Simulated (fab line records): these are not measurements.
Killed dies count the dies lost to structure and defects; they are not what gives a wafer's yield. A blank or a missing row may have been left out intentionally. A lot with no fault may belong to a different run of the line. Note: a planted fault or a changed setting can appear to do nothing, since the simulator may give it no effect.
Chamber matching | flow nand harc | ald hk-03 running NHARC_A_CHANNEL_FILL_D1_ALD_25: 4 sister chambers
The step deposits SiOx, target thk 60 nm, pulse time 10 s, ald cycles 600. 4 wafers are shown with their chamber, then 8 later ones without.

WAFERS WITH THEIR CHAMBER
wafer  | chamber | heater power outer w (W)
L084.4 | 0       | 240
L084.6 | 2       | 272
L085.6 | 1       | 253
L088.4 | 3       | 308

WAFERS WHOSE CHAMBER IS MISSING
wafer  | heater power outer w (W)
L088.2 | 268
L088.5 | 311
L091.4 | 248
L091.5 | 252
L091.6 | 245
L097.1 | 273
L097.3 | 267
L097.6 | 256

WHICH CHAMBER EACH ONE RAN IN
wafer  | from the rows above     | in truth
L088.2 | 2                       | 2
L088.5 | 3                       | 3
L091.4 | can't be placed: 1 or 0 | 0
L091.5 | 1                       | 1
L091.6 | can't be placed: 0 or 1 | 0
L097.1 | 2                       | 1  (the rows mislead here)
L097.3 | 2                       | 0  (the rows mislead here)
L097.6 | 1                       | 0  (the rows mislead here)
Placed correctly: 3 of 8. Cannot be placed on the basis of these rows: 2; the candidates contain the true chamber in 2. Wrongly placed: 3.
How it was worked out, from the rows above alone: a wafer's distance from a chamber is the root of the sum, over the readings, of the square of ((its reading less the chamber's mean) divided by the reading's scatter). The wafer belongs to the nearest chamber; if the next one is less than 2 further off, it can't be placed. For every chamber, the mean is computed from those of its wafers that are shown. The scatter: root of mean squared gap, hidden wafer to nearest shown wafer, with one shown wafer a chamber.
